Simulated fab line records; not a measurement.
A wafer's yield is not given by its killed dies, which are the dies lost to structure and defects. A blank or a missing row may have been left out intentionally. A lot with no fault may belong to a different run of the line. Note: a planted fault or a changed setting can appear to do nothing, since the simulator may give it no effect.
Chamber matching -- flow nandHarc -- rieSi-02 running NHARC_A_WL_FILL_ETCHBACK_26: 4 sister chambers
The step etches the open film in HBr, target depth 52 nm, time 13.3 s. 4 wafers are shown with their chamber, then 7 later ones without.

== WAFERS WITH THEIR CHAMBER ==
wafer,chamber,oesProductAu (a.u.)
L078.1,2,0.995
L085.5,0,1.000
L086.2,3,0.999
L086.4,1,0.997

== WAFERS WITHOUT THEIR CHAMBER ==
wafer,oesProductAu (a.u.)
L086.6,0.996
L089.2,0.995
L089.3,0.995
L089.4,0.998
L097.2,0.990
L097.4,0.995
L097.6,0.993

== CHAMBER TAKEN BY EACH ==
wafer,from the rows above,in truth
L086.6,can't be placed: 1 or 2 or 3 or 0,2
L089.2,can't be placed: 2 or 1 or 3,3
L089.3,can't be placed: 2 or 1 or 3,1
L089.4,can't be placed: 1 or 3 or 0 or 2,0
L097.2,can't be placed: 2 or 1 or 3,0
L097.4,can't be placed: 2 or 1 or 3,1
L097.6,can't be placed: 2 or 1 or 3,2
0 of 7 placed correctly. Unplaceable from these rows: 7, with the true chamber sitting among the candidates in 6. 0 placed wrongly.
How it was worked out, from the rows above alone: a wafer's distance from a chamber is the root of the sum, over the readings, of the square of ((its reading less the chamber's mean) divided by the reading's scatter). The wafer belongs to the nearest chamber; if the next one is less than 2 further off, it can't be placed. A chamber's mean is the mean of its shown wafers. The scatter (one wafer shown for each chamber): square how far every hidden wafer sits from the nearest shown wafer, average those squares and take the square root.
